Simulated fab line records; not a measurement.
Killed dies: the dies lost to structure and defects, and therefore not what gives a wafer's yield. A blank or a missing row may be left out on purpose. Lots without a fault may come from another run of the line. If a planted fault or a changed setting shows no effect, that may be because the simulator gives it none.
What tool caused it? + flow nand_harc + 27 wafers from 9 lots sampled at 5 of the route's 1159 steps

## WHAT THE GAUGES SHOWED, per wafer
NHARC_A_CHANNEL_HOLE_D1_CD_MEAS_30.
| lot  | measured     | on        | cd_nm (nm)     |
|------|--------------|-----------|----------------|
| L284 | day 9 07:53  | cd_sem-02 | 89.9 90.0 90.0 |
| L288 | day 10 13:16 | cd_sem-01 | 88.5 90.5 90.2 |
| L291 | day 10 19:00 | cd_sem-03 | 0.9 -0.8 2.9   |
| L292 | day 11 02:18 | cd_sem-01 | -0.1 1.4 1.2   |
| L293 | day 11 18:20 | cd_sem-01 | -0.5 1.0 0.4   |
| L301 | day 13 03:17 | cd_sem-03 | 90.0 91.6 89.3 |
| L302 | day 13 07:28 | cd_sem-01 | 92.6 88.1 89.7 |
| L303 | day 13 18:04 | cd_sem-01 | 88.0 90.8 88.2 |
| L304 | day 13 18:22 | cd_sem-02 | 92.3 90.9 91.6 |

## WHAT TOOL EACH LOT RAN ON (gives the tool, then ch and the chambers of the sampled wafers, and finally the start)
| lot  | NHARC_A_CHANNEL_HOLE_D1_ETCH_20  | NHARC_A_CHANNEL_HOLE_D1_ETCH_21  | NHARC_A_CHANNEL_HOLE_D1_ETCH_23  | NHARC_A_CHANNEL_HOLE_D1_ETCH_44    |
|------|----------------------------------|----------------------------------|----------------------------------|------------------------------------|
| L284 | har_etch-01 ch 0,1, day 9 02:19  | har_etch-01 ch 0,1, day 9 02:37  | har_etch-01 ch 0,1, day 9 03:38  | rie_diel-01 ch 1,3, day 9 06:59    |
| L288 | har_etch-01 ch 0,1, day 10 07:19 | har_etch-01 ch 0,1, day 10 07:39 | har_etch-01 ch 0,1, day 10 09:10 | rie_diel-08 ch 0,1,2, day 10 12:28 |
| L291 | har_etch-01 ch 0,1, day 10 13:35 | har_etch-01 ch 0,1, day 10 13:54 | har_etch-01 ch 0,1, day 10 14:55 | rie_diel-09 ch 0,2,3, day 10 18:12 |
| L292 | har_etch-01 ch 0,1, day 10 20:54 | har_etch-01 ch 0,1, day 10 21:13 | har_etch-01 ch 0,1, day 10 22:13 | rie_diel-08 ch 0,1,3, day 11 01:31 |
| L293 | har_etch-01 ch 0,1, day 11 12:56 | har_etch-01 ch 0,1, day 11 13:15 | har_etch-01 ch 0,1, day 11 14:15 | rie_diel-08 ch 0,1,3, day 11 17:32 |
| L301 | har_etch-02 ch 1, day 12 21:53   | har_etch-02 ch 1, day 12 22:13   | har_etch-02 ch 1, day 12 23:13   | rie_diel-08 ch 0,3, day 13 02:29   |
| L302 | har_etch-02 ch 0,1, day 13 02:02 | har_etch-02 ch 0,1, day 13 02:21 | har_etch-02 ch 0,1, day 13 03:22 | rie_diel-01 ch 0,1, day 13 06:40   |
| L303 | har_etch-01 ch 0,1, day 13 12:40 | har_etch-01 ch 0,1, day 13 12:58 | har_etch-01 ch 0,1, day 13 13:59 | rie_diel-09 ch 0,2,3, day 13 17:16 |
| L304 | har_etch-02 ch 0,1, day 13 13:07 | har_etch-02 ch 0,1, day 13 13:30 | har_etch-02 ch 0,1, day 13 14:38 | rie_diel-01 ch 0,3, day 13 17:34   |
- NHARC_A_CHANNEL_HOLE_D1_ETCH_20: etches the open film in C4F8/O2/Ar, time 361.9 s, target depth 1600 nm.
- NHARC_A_CHANNEL_HOLE_D1_ETCH_21: etches the open film in C4F8/O2/Ar, time 514.3 s, target depth 1600 nm.
- NHARC_A_CHANNEL_HOLE_D1_ETCH_23: etches the open film in C4F8/O2/Ar, time 819 s, target depth 1600 nm.
- NHARC_A_CHANNEL_HOLE_D1_ETCH_44: etches the open film in CF4/O2, target depth 140 nm, overetch 14 nm, time 77 s.

## THE ANSWER, worked out from the rows above alone
Rule: the usual values come from the lots themselves. The widest of any qualifying gaps counts: lots, ordered by their means at a reading, are off when they make up no more than a third of the lots, leave a main group of 4 or more, and stand apart from it by 3 or more times the standard deviation of that group's means. Not used: any main group whose means are identical at the precision the tables above print for the reading. A lot without any number at a reading at which 4 lots or more have one is off too. Where the step has rows for the other lots, those lots are counted as sound.
Off: L291, L292, L293, at NHARC_A_CHANNEL_HOLE_D1_CD_MEAS_30 (cd_nm). The main group has a mean of 90.1 nm with a standard deviation of 0.78.
A tool fits if, at a process step before that reading, it ran every lot that is off, and no sound lot after the first of them. The gauges at NHARC_A_CHANNEL_HOLE_D1_CD_MEAS_30 are tried like those tools. Not one of the candidates tried fits.

## WHAT WAS PUT IN BY THE SIMULATOR
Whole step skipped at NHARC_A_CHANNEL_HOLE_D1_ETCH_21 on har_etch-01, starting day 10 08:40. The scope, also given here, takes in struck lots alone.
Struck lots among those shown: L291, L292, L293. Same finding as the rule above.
